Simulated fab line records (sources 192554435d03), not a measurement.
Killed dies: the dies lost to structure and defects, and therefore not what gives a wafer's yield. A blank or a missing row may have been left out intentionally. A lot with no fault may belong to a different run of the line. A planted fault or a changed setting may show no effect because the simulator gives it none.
Code-filled problem report in 8D (eight disciplines) form || flow n5 finfet || the parts of the form that need people (team, actions taken, sign-off) are left out

1. WHAT WENT WRONG
Mean of spin speed rpm at N5_BEOL_M9_COAT_22: 1453.9 rpm across 6 wafers in 2 lots; on wafers with no fault it is 1500.1 rpm (standard deviation 0.85). Relative to the usual mean, that is a shift of -54 standard deviations.
The step: resist thk 30 nm.
First seen on wafer L927.2, day 13 17:22, on litho track-03. The record has a number at this step for 12 wafers belonging to 4 lots. Rule for "out" (also "out of limits"): further than 4 standard deviations from the usual mean. All remaining wafers that have a number are taken as sound.

2. WHAT IT IS; WHAT IT IS NOT
{"question": "which readings at this step", "is": "spin speed rpm", "is not": "-"}
{"question": "which lots", "is": "L925, L927", "is not": "L913, L934"}
{"question": "which wafers of those lots", "is": "all that have a number", "is not": "-"}
{"question": "read on which tools", "is": "litho track-03", "is not": "litho track-04"}
{"question": "when", "is": "from day 13 17:22", "is not": "up to then (3 sound wafers); but 3 sound wafers of L934 came after"}

3. THE SUSPECTS, EACH WITH WHAT RULES IT OUT
Counting: a tool stays on the suspect list if, at a process step up to the reading, it processed all lots that are out and no sound lot following the first of them.
- litho track-03 at N5_BEOL_M9_COAT_22 (resist thk 30 nm): kept. Every lot that is out went through it, starting with L927 (day 13 17:22), and after that it ran no sound lot; the last sound lot it ran before then is L913 (day 10 16:22). Its own readings are out on those wafers: spin speed rpm.
Left after counting: litho track-03 at N5_BEOL_M9_COAT_22.

4. THE CAUSE (what the simulator had put in)
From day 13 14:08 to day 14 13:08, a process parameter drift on litho track-03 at N5_BEOL_M9_COAT_22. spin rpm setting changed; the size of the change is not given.
Only this tool survived the counting.

5. SEQUENCE OF EFFECTS, ordered by route
One row per reading whose mean, taken over the struck wafers that have a number, lies over 3 standard deviations from the usual. Scope: only readings with a usual standard deviation given in the record; hours: median across lots of the time from each lot's start at the first step in this table that gives one to its start at this step; sigmas: change in usual standard deviations.
{"hours": 0, "step": "N5_BEOL_M9_COAT_22", "reading": "spin speed rpm", "usual": "1500.1 rpm", "on struck wafers": 1453.9, "change": -46.2, "sigmas": -54}
Here are the process steps it includes:
- N5_BEOL_M9_COAT_22: resist thk 30 nm.

6. WHAT WOULD HAVE CAUGHT IT SOONER
The fault began at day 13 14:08; the first out-of-limits reading in this record came at day 13 17:22, 3 hours later.
